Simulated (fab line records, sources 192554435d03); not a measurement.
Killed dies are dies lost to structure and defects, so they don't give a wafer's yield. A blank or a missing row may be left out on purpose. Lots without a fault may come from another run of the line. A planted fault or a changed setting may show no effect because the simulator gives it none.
fab line records | flow n5_finfet
record lots=10 wafers=30 last_day=19
route steps=1938 shown BEOL_M7@1300 PASSIVATION@1910
lots that met no fault: from a run of the same line without faults
start_h: hours from the record's first day to the start of the lot's first wafer shown | wait_h: hours since the lot's step before | " the same as in the row above | L1.1+2: a row that stands for several wafers | - no value, or no start given | * or withheld: withheld | < > ~ a bound
route shown NAME@n: a module of which the file shows steps, and the number in the route of the first | usual: mean/standard deviation of fault-free wafers | same: alike in all rows | chamber/n: place in a boat | sites: the reading at each site | _std_site: their standard deviation | _edge_site: outer sites' mean less inner sites' | radius_mm: how far each site lies from the wafer's centre | mask NAME#n: copy n | behind: the tool/chamber that last shaped the wafer | hold: why the lot was held/for how many hours/how that ended | device: the transistor (n, p or np) that didn't switch | end of line: the same wafers' tests at the end of the route | a step without rows: its recipe alone | killed: dies lost to structure and defects at the first sort, not the wafer's yield | map: a wafer's dies, x killed, . not, _ none there
set.NAME: the setting as run; set.NAME@STEP: as run at that earlier step | model.NAME: the simulator's own value behind a step, which no gauge read
steps of the route over a sample of lots; a table a step, a row a wafer
services: from which hour (start_h, from the record's first day; less than 0 if before it) a tool's chamber was out of use, for how many hours, and why
## steps
# step N5_BEOL_M7_ETCH_72
# recipe chemistry=N2/H2 target=underlayer target_depth_a=65 mask_material=CAR-EUV time_s=5.2 ion_energy_ev=200 pressure_mtorr=30 source_w=840 bias_w=150 n2_flow_sccm=200 h2_flow_sccm=200 ends=cleared
# usual drypump_motor_current_A=5.6/0.48 etch_rf_on_time_s=5.19/0.088 oes_product_au=0.69/0.08 rf_fwd_power_W=819.7/2.4 rf_vpp_V=524.0/2.9 showerhead_plenum_p_Torr=2.55/0.097 throttle_valve_pct=17.82/0.24
# columns lot.wafer tool chamber start_h wait_h drypump_motor_current_A etch_rf_on_time_s oes_product_au rf_fwd_power_W rf_hours_counter_h rf_vpp_V showerhead_plenum_p_Torr throttle_valve_pct
L108.1 rie_diel-06 3 224.90 0.0 5.4 5.25 0.58 816.7 214 523.3 2.52 18.14
L108.2 " 0 " " 5.2 5.18 0.77 818.7 22 520.5 2.49 17.59
L108.4 " 2 " " 6.4 5.10 0.65 819.0 172 521.8 2.42 17.64
L109.2 rie_diel-06 0 225.29 0.0 5.1 5.15 0.78 819.2 22 520.7 2.49 17.64
L109.5 " 0 " " 5.2 5.24 0.78 820.2 - 523.0 2.49 17.60
L109.6 " 1 " " 5.6 5.27 0.59 816.1 - 523.6 2.62 18.25
L107.2 rie_diel-02 3 228.76 0.0 5.8 5.09 0.67 823.6 103 518.9 2.46 18.17
L107.3 " 2 " " 6.0 5.12 0.62 815.7 176 528.3 2.63 17.86
L107.6 " 0 " " 5.6 5.15 0.77 817.1 - 521.8 2.48 17.63
L110.1 rie_diel-06 1 238.48 0.0 5.6 5.24 0.59 820.0 227 524.5 2.62 18.27
L110.4 " 3 " " 5.4 5.19 0.58 816.6 217 524.8 2.52 18.14
L110.6 " 0 " " 5.2 5.15 0.79 819.9 - 521.5 2.49 17.61
L115.3 rie_diel-06 1 330.16 0.0 5.6 5.15 0.58 822.9 249 523.9 2.61 18.32
L115.4 " 0 " " 5.2 5.10 0.75 824.7 49 522.2 2.48 17.63
L115.5 " 0 " " 5.2 5.05 0.75 822.2 - 522.4 2.48 17.62
L119.1 rie_diel-02 1 333.40 0.0 6.3 5.24 0.73 820.5 55 523.3 2.58 17.73
L119.4 " 3 " " 5.8 5.20 0.63 814.4 138 520.0 2.45 18.23
L119.6 " 1 " " 6.3 5.27 0.72 819.5 - 524.0 2.58 17.71
L122.2 rie_diel-06 2 343.12 0.0 6.5 5.12 0.62 821.7 199 519.0 2.41 17.69
L122.3 " 3 " " 5.5 5.14 0.58 818.3 242 522.6 2.51 18.19
L122.6 " 1 " " 5.6 5.18 0.58 821.1 - 526.0 2.61 18.36
L125.3 rie_diel-03 2 353.56 0.0 5.3 5.20 0.76 820.9 36 528.2 2.70 17.76
L125.4 " 0 " " 4.8 5.27 0.66 824.0 95 520.4 2.46 17.66
L125.5 " 1 " " 6.1 5.05 0.81 818.5 - 524.2 2.60 17.73
L126.1 rie_diel-06 2 365.15 0.0 6.5 5.16 0.62 818.7 206 519.8 2.41 17.69
L126.2 " 3 " " 5.4 5.26 0.57 819.3 250 522.8 2.51 18.22
L126.3 " 0 " " 5.2 5.13 0.72 819.5 59 523.3 2.47 17.65
L127.4 rie_diel-06 2 375.63 0.0 6.4 5.19 0.61 817.9 - 523.5 2.41 17.70
L127.5 " 3 " " 5.5 5.22 0.56 821.9 - 524.7 2.51 18.22
L127.6 " 0 " " 5.2 5.16 0.73 818.3 - 524.5 2.47 17.67
# step N5_PASSIVATION_ETCH_59
# recipe chemistry=Cl2/BCl3 target=TaN target_depth_a=650 time_s=34.9 ion_energy_ev=100 pressure_mtorr=10 icp_w=900 bias_w=100 Cl2_flow_sccm=60 bcl3_flow_sccm=30
# usual drypump_motor_current_A=5.94/0.13 oes_product_au=0.82/0.068 rf_fwd_power_W=894/3 throttle_valve_pct=21.01/0.26
# columns lot.wafer tool chamber start_h wait_h drypump_motor_current_A oes_product_au rf_fwd_power_W rf_hours_counter_h throttle_valve_pct
L108.1 rie_metal-03 0 294.84 0.3 5.77 0.91 894 12 21.32
L108.2 " 1 " " 5.96 0.87 894 15 20.83
L108.4 " 0 " " 5.80 0.91 896 - 21.28
L109.2 rie_metal-02 1 295.01 0.3 5.81 0.75 894 48 20.85
L109.5 " 0 " " 6.13 0.77 896 - 21.37
L109.6 " 1 " " 5.77 0.74 895 - 20.85
L107.2 rie_metal-03 0 304.86 0.3 5.80 0.91 891 13 21.30
L107.3 " 0 " " 5.80 0.91 890 - 21.32
L107.6 " 1 " " 5.95 0.86 892 - 20.83
L110.1 rie_metal-02 0 314.68 0.3 6.12 0.77 897 55 21.35
L110.4 " 1 " " 5.82 0.74 891 - 20.88
L110.6 " 0 " " 6.17 0.77 894 - 21.36
L115.3 rie_metal-01 0 403.93 0.2 6.03 0.93 895 - 20.69
L115.4 " 1 " " 5.92 0.80 887 - 20.84
L115.5 " 0 " " 6.04 0.94 898 - 20.69
L119.1 rie_metal-01 0 414.21 0.3 6.05 0.91 895 6 20.71
L119.4 " 1 " " 5.89 0.80 890 - 20.83
L119.6 " 1 " " 5.92 0.79 889 - 20.84
L122.2 rie_metal-03 1 414.44 0.3 5.97 0.82 894 26 20.87
L122.3 " 0 " " 5.80 0.86 894 - 21.33
L122.6 " 1 " " 6.00 0.82 893 - 20.87
L125.3 rie_metal-01 0 426.35 0.2 6.05 0.91 896 - 20.71
L125.4 " 1 " " 5.93 0.79 891 - 20.84
L125.5 " 1 " " 5.89 0.79 890 - 20.82
L126.1 rie_metal-01 1 445.08 0.3 5.90 0.79 889 38 20.84
L126.2 " 0 " " 6.03 0.90 894 10 20.71
L126.3 " 1 " " 5.90 0.79 889 - 20.85
L127.4 rie_metal-02 0 450.23 0.2 6.10 0.74 898 - 21.38
L127.5 " 0 " " 6.10 0.74 894 - 21.40
L127.6 " 1 " " 5.80 0.71 891 - 20.89
# step N5_PASSIVATION_OVL_MEAS_66
# recipe points_per_wafer=44
# usual PASS_OPEN_OVL=0/5.3
# columns lot.wafer tool chamber start_h wait_h PASS_OPEN_OVL[nm]
L108.1 overlay-01 0 296.03 0.0 -6
L108.2 " 0 " " 8
L108.4 " 0 " " 1
L109.2 overlay-01 0 296.47 0.0 4
L109.5 " 0 " " -3
L109.6 " 0 " " 10
L107.2 overlay-01 0 306.22 0.0 4
L107.3 " 0 " " -1
L107.6 " 0 " " 2
L110.1 overlay-01 0 316.00 0.0 5
L110.4 " 0 " " -1
L110.6 " 0 " " 1
L115.3 overlay-01 0 405.21 0.0 -7
L115.4 " 0 " " -4
L115.5 " 0 " " -3
L119.1 overlay-02 0 415.53 0.0 -7
L119.4 " 0 " " -10
L119.6 " 0 " " -7
L122.2 overlay-02 0 415.86 0.0 0
L122.3 " 0 " " 8
L122.6 " 0 " " -5
L125.3 overlay-02 0 427.68 0.0 -7
L125.4 " 0 " " 6
L125.5 " 0 " " -4
L126.1 overlay-01 0 446.54 0.0 -7
L126.2 " 0 " " -9
L126.3 " 0 " " -3
L127.4 overlay-01 0 451.56 0.0 0
L127.5 " 0 " " 6
L127.6 " 0 " " -4
# step N5_PASSIVATION_DESCUM_46
# recipe chemistry=O2 time_s=7.9 source_power_w=50 bias_power_w=20 pressure_mtorr=20 rf_frequency_hz=2.712e+07 temp_c=40 o2_flow_sccm=225
# usual bias_power_w=20.00/0.059 drypump_motor_current_A=6.0/0.45 oes_product_au=0.79/0.08 rf_fwd_power_W=49.38/0.25 rf_vpp_V=243.2/1.3 showerhead_plenum_p_Torr=2.09/0.06 throttle_valve_pct=20.51/0.21
# columns lot.wafer tool chamber start_h wait_h bias_power_w drypump_motor_current_A oes_product_au rf_fwd_power_W rf_hours_counter_h rf_vpp_V showerhead_plenum_p_Torr throttle_valve_pct
L108.1 rie_diel-05 2 296.09 0.0 20.07 6.0 0.70 49.24 234 243.5 2.16 20.82
L108.2 " 0 " " 20.09 5.7 0.78 49.19 112 243.1 2.19 20.57
L108.4 " 1 " " 20.00 6.6 0.73 49.56 176 243.3 2.08 20.34
L109.2 rie_diel-05 0 296.68 0.2 20.04 5.7 0.78 48.80 112 245.0 2.19 20.59
L109.5 " 1 " " 19.98 6.6 0.76 49.65 - 242.5 2.08 20.34
L109.6 " 0 " " 20.14 5.7 0.78 48.90 - 244.5 2.19 20.56
L107.2 rie_diel-05 2 306.28 0.0 20.00 6.0 0.69 49.74 237 243.1 2.15 20.82
L107.3 " 0 " " 20.13 5.7 0.78 49.17 114 247.2 2.19 20.58
L107.6 " 2 " " 20.03 6.0 0.69 49.59 - 244.2 2.15 20.82
L110.1 rie_diel-05 1 316.19 0.2 20.04 6.6 0.75 49.68 182 243.0 2.08 20.35
L110.4 " 1 " " 19.91 6.6 0.74 49.72 - 241.4 2.08 20.34
L110.6 " 3 " " 19.99 5.9 0.77 49.40 - 241.4 2.01 20.67
L115.3 rie_diel-04 3 405.27 0.0 20.00 5.5 0.81 49.22 94 242.3 2.11 20.36
L115.4 " 0 " " 20.03 6.2 0.83 49.35 - 245.1 2.12 20.28
L115.5 " 1 " " 19.98 6.2 0.84 48.90 - 242.0 2.03 20.26
L119.1 rie_diel-04 0 415.66 0.1 20.00 6.2 0.81 49.43 69 243.8 2.12 20.28
L119.4 " 1 " " 20.03 6.3 0.84 48.78 - 241.9 2.02 20.26
L119.6 " 3 " " 20.07 5.6 0.80 49.26 - 242.8 2.10 20.36
L122.2 rie_diel-04 0 416.25 0.4 19.95 6.2 0.81 49.43 70 243.2 2.12 20.29
L122.3 " 1 " " 20.01 6.3 0.84 48.88 66 241.9 2.02 20.25
L122.6 " 1 " " 20.00 6.2 0.84 48.79 - 240.9 2.02 20.26
L125.3 rie_diel-01 0 427.74 0.0 20.02 6.5 0.76 49.53 145 240.7 2.01 20.47
L125.4 " 2 " " 20.00 5.0 0.85 49.16 73 245.9 2.12 20.15
L125.5 " 1 " " 19.95 5.6 1.02 49.48 - 241.6 2.07 20.43
L126.1 rie_diel-05 0 446.60 0.0 20.00 5.7 0.73 49.09 157 245.2 2.18 20.64
L126.2 " 1 " " 20.00 6.6 0.71 49.57 227 242.2 2.07 20.43
L126.3 " 3 " " 19.98 6.0 0.73 49.65 183 241.0 1.99 20.76
L127.4 rie_diel-05 3 451.62 0.0 20.04 6.0 0.74 49.45 185 241.1 1.99 20.76
L127.5 " 3 " " 20.07 5.9 0.73 49.70 - 242.4 1.99 20.75
L127.6 " 2 " " 19.99 6.1 0.93 49.55 - 244.2 2.14 20.55
# step N5_PASSIVATION_PROBE_49
# usual defect_limited_yield=91.6/1.6 killed_at_M0_to_M3=32/9.7 killed_at_M4_up=13/4.4 killed_at_contacts=12/6.5 killed_at_front_end=38/12 killed_at_other=3.7/3 killed_dies=99/18 killed_on_rim=13/3.9 killed_open=66/14 killed_short=32/7.5 sort_bin_5_function=4.9/1 sort_bin_6_memory=3.2/0.73 sort_n_pass=1081/18 sort_yield_pct=91.6/1.6
# same gross_dies=1180 killed_at_back_side=0 sort_bin_4_leakage[%]=0 sort_bin_8_speed[%]=0
# columns lot.wafer tool chamber start_h wait_h defect_limited_yield[%] killed_at_M0_to_M3 killed_at_M4_up killed_at_contacts killed_at_front_end killed_at_other killed_dies killed_on_rim killed_open killed_short sort_bin_5_function[%] sort_bin_6_memory[%] sort_n_pass sort_yield_pct[%]
L110.1 prober-02 - 319.25 0.0 91.9 34 8 12 41 1 96 14 66 30 4.8 3.2 1084 91.9
L110.4 prober-02 - 319.40 0.2 79.7 36 134 12 56 1 239 10 76 41 13.2 4.8 941 79.7
L110.6 prober-02 - 319.50 0.3 92.4 17 10 14 47 2 90 15 59 31 5.3 2.2 1090 92.4
L119.1 prober-01 - 418.70 0.0 93.0 25 13 9 34 2 83 8 52 31 4.5 2.4 1097 93.0
L125.3 prober-01 - 430.94 0.1 92.7 33 14 5 31 3 86 12 51 32 4.5 2.5 1094 92.7
L125.4 prober-01 - 430.99 0.2 92.5 36 12 6 27 8 89 14 63 26 4.4 2.7 1091 92.5
L125.5 prober-01 - 431.04 0.2 91.0 39 17 7 39 4 106 18 57 48 4.7 3.5 1074 91.0
# killed by level:class
L110.1 BEOL_M1:geometric_particle:open=11 BEOL_M3:geometric_particle:open=11 DUMMY_GATE:geometric_particle:open=8 MOL_CONTACT_COAG:geometric_particle:open=8 FIN_SAQP:geometric_particle:open=5 FIN_SAQP:geometric_particle:short=5 ILD0:geometric_particle:short=5 GATE_CUT:geometric_particle:short=5
L110.4 BEOL_M7:unspecified=122 DUMMY_GATE:geometric_particle:open=14 BEOL_M1:geometric_particle:open=11 BEOL_M2:geometric_particle:open=11 GATE_CUT:geometric_particle:short=10 MOL_CONTACT_COAG:geometric_particle:open=10 FIN_SAQP:geometric_particle:short=7 STI_FIN_REVEAL:geometric_particle:open=5
L110.6 STI_FIN_REVEAL:geometric_particle:open=10 MOL_CONTACT_COAG:geometric_particle:open=10 DUMMY_GATE:geometric_particle:open=6 GATE_CUT:geometric_particle:short=6 GATE_CUT:geometric_particle:open=5 STARTING-WAFER:geometric_particle:short=4 MOL_CONTACT_COAG:geometric_particle:short=4 BEOL_M0_SAQP:geometric_particle:short=4
L119.1 BEOL_M2:geometric_particle:open=10 GATE_CUT:geometric_particle:short=9 FIN_SAQP:geometric_particle:short=6 MOL_CONTACT_COAG:geometric_particle:open=6 BEOL_M3:geometric_particle:open=6 BEOL_M5:geometric_particle:open=6 STI_FIN_REVEAL:geometric_particle:open=5 BEOL_M4:geometric_particle:open=5
L125.3 FIN_SAQP:geometric_particle:short=9 BEOL_M1:geometric_particle:open=8 BEOL_M4:geometric_particle:open=7 BEOL_M0:geometric_particle:open=6 BEOL_M0_SAQP:geometric_particle:open=5 BEOL_M1:geometric_particle:short=4 STI_FIN_REVEAL:geometric_particle:open=4 BEOL_M0_SAQP:geometric_particle:short=4
L125.4 STI_FIN_REVEAL:geometric_particle:open=9 BEOL_M0_SAQP:geometric_particle:open=8 MOL_CONTACT_COAG:geometric_particle:open=6 BEOL_M0_SAQP:geometric_particle:short=6 BEOL_M0:geometric_particle:open=6 BEOL_M3:geometric_particle:open=6 FIN_SAQP:geometric_particle:open=5 FIN_SAQP:geometric_particle:short=4
L125.5 FIN_SAQP:geometric_particle:short=12 BEOL_M0_SAQP:geometric_particle:short=11 BEOL_M4:geometric_particle:open=9 FIN_SAQP:geometric_particle:open=7 BEOL_M1:geometric_particle:open=7 STARTING-WAFER:geometric_particle:short=7 MOL_CONTACT_COAG:geometric_particle:open=6 BEOL_M3:geometric_particle:open=6
## services
# columns tool chamber start_h hours kind
rie_metal-02 0 207.82 1.5 repair
rie_diel-02 2 214.00 6.4 repair
rie_diel-04 0 214.62 7.9 repair
rie_diel-02 1 219.30 40.8 repair
rie_diel-05 - 236.95 2.4 repair
rie_metal-01 - 239.29 14.6 pm
rie_metal-03 0 249.06 38.5 repair
rie_diel-06 3 252.54 2.8 repair
rie_diel-03 1 260.48 6.6 repair
rie_metal-01 0 283.97 2.3 repair
rie_diel-04 2 287.32 7.5 repair
rie_diel-04 2 308.08 5.8 repair
rie_diel-05 2 313.06 5.9 repair
rie_diel-03 3 318.68 3.2 repair
rie_diel-06 3 326.10 3.0 repair
rie_diel-04 2 326.28 1.8 repair
rie_diel-03 2 381.01 1.2 repair
rie_diel-02 - 383.04 0.7 repair
rie_diel-06 - 385.21 14.6 pm
rie_diel-05 - 414.47 4.0 pm
rie_diel-05 - 418.47 2.8 pm
rie_diel-05 0 428.66 5.9 repair
rie_diel-02 2 428.98 2.7 repair
rie_diel-04 - 430.76 2.8 pm
## key
first_sign step=N5_PASSIVATION_PROBE_49 reading=killed_at_M4_up direction=up sigmas=27 usual=13 struck=134
effect step=N5_PASSIVATION_PROBE_49 reading=killed_dies direction=up sigmas=7.6 usual=99 struck=239
more_kills_born_at N5_BEOL_M7_ETCH_72@rie_diel-06=122
met_at N5_BEOL_M7_ETCH_72
struck_lots L110
struck_wafers L110.4
not_acting_at N5_PASSIVATION_ETCH_59,N5_PASSIVATION_OVL_MEAS_66,N5_PASSIVATION_DESCUM_46
onset_between 224.90 238.48
fault kind=chamber_particle_source tool=rie_diel-06 chamber=3 onset_h=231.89 steps=N5_BEOL_M7_ETCH_72 rate_per_visit_cm2=0.77055 end_h=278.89
